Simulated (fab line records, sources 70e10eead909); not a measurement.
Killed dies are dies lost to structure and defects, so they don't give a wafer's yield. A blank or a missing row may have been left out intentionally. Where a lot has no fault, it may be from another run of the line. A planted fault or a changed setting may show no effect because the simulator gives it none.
Matching of chambers ; flow nand_harc ; pecvd-04 running NHARC_P_CONTACT_DEP_30: 3 sister chambers
The step deposits SiNx, target thk 30 nm. 3 wafers are shown with their chamber, then 12 later ones without.

WAFERS, EACH WITH ITS CHAMBER
wafer;chamber;heater_power_w (W)
L082.5;0;732
L085.4;1;734
L085.5;2;687

WAFERS WITHOUT THEIR CHAMBER
wafer;heater_power_w (W)
L088.2;818
L088.3;790
L088.5;817
L093.1;803
L093.4;792
L093.5;755
L094.1;779
L094.3;716
L094.4;802
L097.1;822
L097.2;741
L097.4;742

EACH ONE'S CHAMBER
wafer;from the rows above;in truth
L088.2;can't be placed: 1 or 0 or 2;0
L088.3;can't be placed: 1 or 0 or 2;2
L088.5;can't be placed: 1 or 0 or 2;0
L093.1;can't be placed: 1 or 0 or 2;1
L093.4;can't be placed: 1 or 0 or 2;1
L093.5;can't be placed: 1 or 0 or 2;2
L094.1;can't be placed: 1 or 0 or 2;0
L094.3;can't be placed: 0 or 1 or 2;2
L094.4;can't be placed: 1 or 0 or 2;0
L097.1;can't be placed: 1 or 0 or 2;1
L097.2;can't be placed: 1 or 0 or 2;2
L097.4;can't be placed: 1 or 0 or 2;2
Correctly placed: 0 of 12. These rows do not allow placing 12 (true chamber among the candidates in 12). Placed wrongly: 0.
How it was worked out, from the rows above alone: a wafer's distance from a chamber is the root of the sum, over the readings, of the square of ((its reading less the chamber's mean) divided by the reading's scatter). If the next closest chamber is less than 2 further off than the closest, the wafer can't be placed; otherwise it belongs to the closest. For every chamber, the mean is computed from those of its wafers that are shown. The scatter: root of mean squared gap, hidden wafer to nearest shown wafer, with one shown wafer a chamber.
